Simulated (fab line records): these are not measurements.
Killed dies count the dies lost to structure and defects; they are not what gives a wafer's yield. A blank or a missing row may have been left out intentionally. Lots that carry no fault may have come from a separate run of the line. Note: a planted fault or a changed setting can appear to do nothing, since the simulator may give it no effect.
Split-lot study / flow n5Finfet / on a route of 1938 steps: 7 lots, 21 wafers read

== THE SPLIT ITSELF ==
At N5_BEOL_M6_COAT_22 (resist thk 30 nm), the setting spinRpm was moved away from the recipe's 1500 rpm on 5 of the 21 wafers read, by -9.3% to +10.1%. For the rest of the wafers, this setting stayed at what the recipe calls for.

== FROM THE SPLIT TO THE READING: what the file shows between them, 4 steps ==
- N5_BEOL_M6_EBR_24
- N5_BEOL_M6_SOFTBAKE_23: time 60 s
- N5_BEOL_M6_EXPOSE_25: exposes mask V5, target cd 40 nm
- N5_BEOL_M6_PEB_26: peb time 60 s

== THE READING ==
CAR-EUV_of_BEOL_M6_COAT_22.thkNm (the simulator's own value, which no gauge read), in nm, at N5_BEOL_M6_DEVELOP_27 (develop time 30 s). The file gives no usual value for it. The 16 wafers here that ran the recipe average 29.6 nm, standard deviation 0.1 nm.

wafer=L078.1; tool, chamber at the split=lithoTrack-04, 0; spinRpm as run, rpm=1500; against the recipe=recipe; CAR-EUV_of_BEOL_M6_COAT_22.thkNm, nm=29.4; against lot-mates on the recipe=-
wafer=L078.4; tool, chamber at the split=lithoTrack-04, 0; spinRpm as run, rpm=1500; against the recipe=recipe; CAR-EUV_of_BEOL_M6_COAT_22.thkNm, nm=29.4; against lot-mates on the recipe=-
wafer=L078.5; tool, chamber at the split=lithoTrack-04, 0; spinRpm as run, rpm=1500; against the recipe=recipe; CAR-EUV_of_BEOL_M6_COAT_22.thkNm, nm=29.6; against lot-mates on the recipe=-
wafer=L079.1; tool, chamber at the split=lithoTrack-05, 0; spinRpm as run, rpm=1500; against the recipe=recipe; CAR-EUV_of_BEOL_M6_COAT_22.thkNm, nm=29.6; against lot-mates on the recipe=-
wafer=L079.2; tool, chamber at the split=lithoTrack-05, 0; spinRpm as run, rpm=1500; against the recipe=recipe; CAR-EUV_of_BEOL_M6_COAT_22.thkNm, nm=29.6; against lot-mates on the recipe=-
wafer=L079.6; tool, chamber at the split=lithoTrack-05, 0; spinRpm as run, rpm=1500; against the recipe=recipe; CAR-EUV_of_BEOL_M6_COAT_22.thkNm, nm=29.6; against lot-mates on the recipe=-
wafer=L080.1; tool, chamber at the split=lithoTrack-04, 0; spinRpm as run, rpm=1500; against the recipe=recipe; CAR-EUV_of_BEOL_M6_COAT_22.thkNm, nm=29.8; against lot-mates on the recipe=-
wafer=L080.2; tool, chamber at the split=lithoTrack-04, 0; spinRpm as run, rpm=1500; against the recipe=recipe; CAR-EUV_of_BEOL_M6_COAT_22.thkNm, nm=29.8; against lot-mates on the recipe=-
wafer=L080.3; tool, chamber at the split=lithoTrack-04, 0; spinRpm as run, rpm=1500; against the recipe=recipe; CAR-EUV_of_BEOL_M6_COAT_22.thkNm, nm=29.6; against lot-mates on the recipe=-
wafer=L082.2; tool, chamber at the split=lithoTrack-05, 0; spinRpm as run, rpm=1500; against the recipe=recipe; CAR-EUV_of_BEOL_M6_COAT_22.thkNm, nm=29.6; against lot-mates on the recipe=-
wafer=L082.4; tool, chamber at the split=lithoTrack-05, 0; spinRpm as run, rpm=1500; against the recipe=recipe; CAR-EUV_of_BEOL_M6_COAT_22.thkNm, nm=29.6; against lot-mates on the recipe=-
wafer=L082.6; tool, chamber at the split=lithoTrack-05, 0; spinRpm as run, rpm=1500; against the recipe=recipe; CAR-EUV_of_BEOL_M6_COAT_22.thkNm, nm=29.6; against lot-mates on the recipe=-
wafer=L083.1; tool, chamber at the split=lithoTrack-05, 0; spinRpm as run, rpm=1638; against the recipe=+9.2%; CAR-EUV_of_BEOL_M6_COAT_22.thkNm, nm=28.2; against lot-mates on the recipe=-1.4
wafer=L083.5; tool, chamber at the split=lithoTrack-05, 0; spinRpm as run, rpm=1500; against the recipe=recipe; CAR-EUV_of_BEOL_M6_COAT_22.thkNm, nm=29.6; against lot-mates on the recipe=-
wafer=L083.6; tool, chamber at the split=lithoTrack-05, 0; spinRpm as run, rpm=1638; against the recipe=+9.2%; CAR-EUV_of_BEOL_M6_COAT_22.thkNm, nm=28.4; against lot-mates on the recipe=-1.2
wafer=L085.4; tool, chamber at the split=lithoTrack-05, 0; spinRpm as run, rpm=1500; against the recipe=recipe; CAR-EUV_of_BEOL_M6_COAT_22.thkNm, nm=29.6; against lot-mates on the recipe=-
wafer=L085.6; tool, chamber at the split=lithoTrack-05, 0; spinRpm as run, rpm=1500; against the recipe=recipe; CAR-EUV_of_BEOL_M6_COAT_22.thkNm, nm=29.6; against lot-mates on the recipe=-
wafer=L085.5; tool, chamber at the split=lithoTrack-05, 0; spinRpm as run, rpm=1361; against the recipe=-9.3%; CAR-EUV_of_BEOL_M6_COAT_22.thkNm, nm=31; against lot-mates on the recipe=+1.4
wafer=L097.2; tool, chamber at the split=lithoTrack-04, 0; spinRpm as run, rpm=1500; against the recipe=recipe; CAR-EUV_of_BEOL_M6_COAT_22.thkNm, nm=29.6; against lot-mates on the recipe=-
wafer=L097.3; tool, chamber at the split=lithoTrack-04, 0; spinRpm as run, rpm=1652; against the recipe=+10.1%; CAR-EUV_of_BEOL_M6_COAT_22.thkNm, nm=28.2; against lot-mates on the recipe=-1.4
wafer=L097.5; tool, chamber at the split=lithoTrack-04, 0; spinRpm as run, rpm=1652; against the recipe=+10.1%; CAR-EUV_of_BEOL_M6_COAT_22.thkNm, nm=28.2; against lot-mates on the recipe=-1.4

FIT RESULTS
A straight line over all 21 wafers: CAR-EUV_of_BEOL_M6_COAT_22.thkNm changes by -0.142 nm for each +1% of spinRpm; r = -0.99; the points scatter about the line by 0.1 nm.
The same after taking each lot's own level away (the mean of its wafers on the recipe; 21 wafers): -0.142 nm for each +1%; r = -1.00; scatter 0.066 nm.
On that fit, the largest move of spinRpm shifts the reading by 1.4 nm.
Measured against the standard deviation above, the lots' own levels, which go from 29.47 to 29.73 nm, span 2.7 times it.
Hence the lot-to-lot level has little effect on the slope; both slopes agree.
Check: with one of the wafers moved furthest among these (+10.1%) left out of the fit, the line predicts -1.44 nm for it against its lot-mates. Against them it came out at -1.4 nm.

== OTHER SPLITS ON THESE WAFERS ==
Other splits were also applied to these wafers ahead of the reading. Each is held against what the fit with the lots' levels taken away leaves over:
other split on the same wafers=N5_BEOL_M6_COAT_63 spinRpm; wafers away from the commonest value=9; r with CAR-EUV_of_BEOL_M6_COAT_22.thkNm (lot level and that fit taken away)=+0.03

== THE WHOLE CHAIN: every reading that the file lists as answering this split, in the file's order ==
step=N5_BEOL_M6_COAT_22; what it does=resist thk 30 nm; reading=CAR-EUV_of_BEOL_M6_COAT_22.thkNm (the simulator's own value, which no gauge read); change (the file's fit)=-0.147 nm for each +1% of the setting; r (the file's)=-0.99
step=N5_BEOL_M6_DEVELOP_27; what it does=develop time 30 s; reading=CAR-EUV_of_BEOL_M6_COAT_22.thkNm (the simulator's own value, which no gauge read); change (the file's fit)=-0.143 nm for each +1% of the setting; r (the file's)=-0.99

== FILE'S OWN FIT ==
CAR-EUV_of_BEOL_M6_COAT_22.thkNm changes by -0.143 nm for each +1% of spinRpm, r = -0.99.
